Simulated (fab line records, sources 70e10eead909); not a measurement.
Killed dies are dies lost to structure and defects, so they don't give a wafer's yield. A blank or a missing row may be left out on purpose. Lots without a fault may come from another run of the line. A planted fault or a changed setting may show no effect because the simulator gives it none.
Chamber matching | flow nand_harc | NHARC_P_BONDPAD_ACTIVATE_29 on rie_diel-08: 4 sister chambers
The step chemistry N2, time 60 s. 18 wafers are shown with their chamber, then 9 later ones without.

WAFERS WITH THEIR CHAMBER
wafer  | chamber | showerhead_plenum_p_Torr (Torr) | drypump_motor_current_A (A) | oes_product_au (a.u.)
L079.2 | 3       | 1.70                            | 6.5                         | 1.034
L079.3 | 2       | 1.81                            | 6.3                         | 1.017
L079.4 | 0       | 1.78                            | 6.2                         | 1.035
L079.1 | 1       | 1.73                            | 6.1                         | 1.007
L079.5 | 1       | 1.73                            | 6.0                         | 1.010
L079.6 | 0       | 1.78                            | 6.2                         | 1.032
L078.2 | 0       | 1.78                            | 6.2                         | 1.019
L078.4 | 2       | 1.81                            | 6.2                         | 1.014
L078.5 | 0       | 1.78                            | 6.2                         | 1.025
L082.1 | 2       | 1.81                            | 6.2                         | 1.017
L082.3 | 3       | 1.69                            | 6.5                         | 1.040
L082.6 | 3       | 1.69                            | 6.5                         | 1.040
L084.2 | 2       | 1.81                            | 6.3                         | 1.026
L084.3 | 0       | 1.78                            | 6.2                         | 1.020
L084.6 | 1       | 1.72                            | 6.0                         | 1.011
L084.1 | 3       | 1.69                            | 6.5                         | 1.031
L084.4 | 1       | 1.72                            | 6.0                         | 1.014
L084.5 | 0       | 1.78                            | 6.2                         | 1.019

SIGNATURES (means of the wafers above)
reading                  | chamber 0 | chamber 1 | chamber 2 | chamber 3 | scatter within a chamber
showerhead_plenum_p_Torr | 1.7800    | 1.7250    | 1.8100    | 1.6925    | 0.00354
drypump_motor_current_A  | 6.200     | 6.025     | 6.250     | 6.500     | 0.0354
oes_product_au           | 1.02500   | 1.01050   | 1.01850   | 1.03625   | 0.00543
Rule: a wafer's distance from a chamber is the root of the sum, over the readings, of the square of ((its reading less the chamber's mean) divided by the reading's scatter). The wafer belongs to the nearest chamber; if the next one is less than 2 further off, it can't be placed. The scatter: the root of (the sum of the squares of (reading less its chamber's mean) over the shown wafers, divided by (wafers less chambers)).

WAFERS WITHOUT THEIR CHAMBER
wafer  | showerhead_plenum_p_Torr (Torr) | drypump_motor_current_A (A) | oes_product_au (a.u.)
L089.2 | 1.69                            | 6.5                         | 1.019
L089.3 | 1.72                            | 6.1                         | 1.020
L089.6 | 1.81                            | 6.2                         | 1.017
L093.3 | 1.80                            | 6.2                         | 1.013
L093.4 | 1.77                            | 6.2                         | 1.011
L093.5 | 1.69                            | 6.5                         | 1.028
L095.2 | 1.71                            | 6.0                         | 1.010
L095.4 | 1.77                            | 6.2                         | 1.020
L095.6 | 1.69                            | 6.5                         | 1.030

WHICH CHAMBER EACH WENT THROUGH
wafer  | from the rows above | in truth
L089.2 | 3                   | 3
L089.3 | 1                   | 1
L089.6 | 2                   | 2
L093.3 | 2                   | 2
L093.4 | 0                   | 0
L093.5 | 3                   | 3
L095.2 | 1                   | 1
L095.4 | 0                   | 0
L095.6 | 3                   | 3
Placed correctly: 9 of 9. Can't be placed from these rows: 0. Placed wrongly: 0.
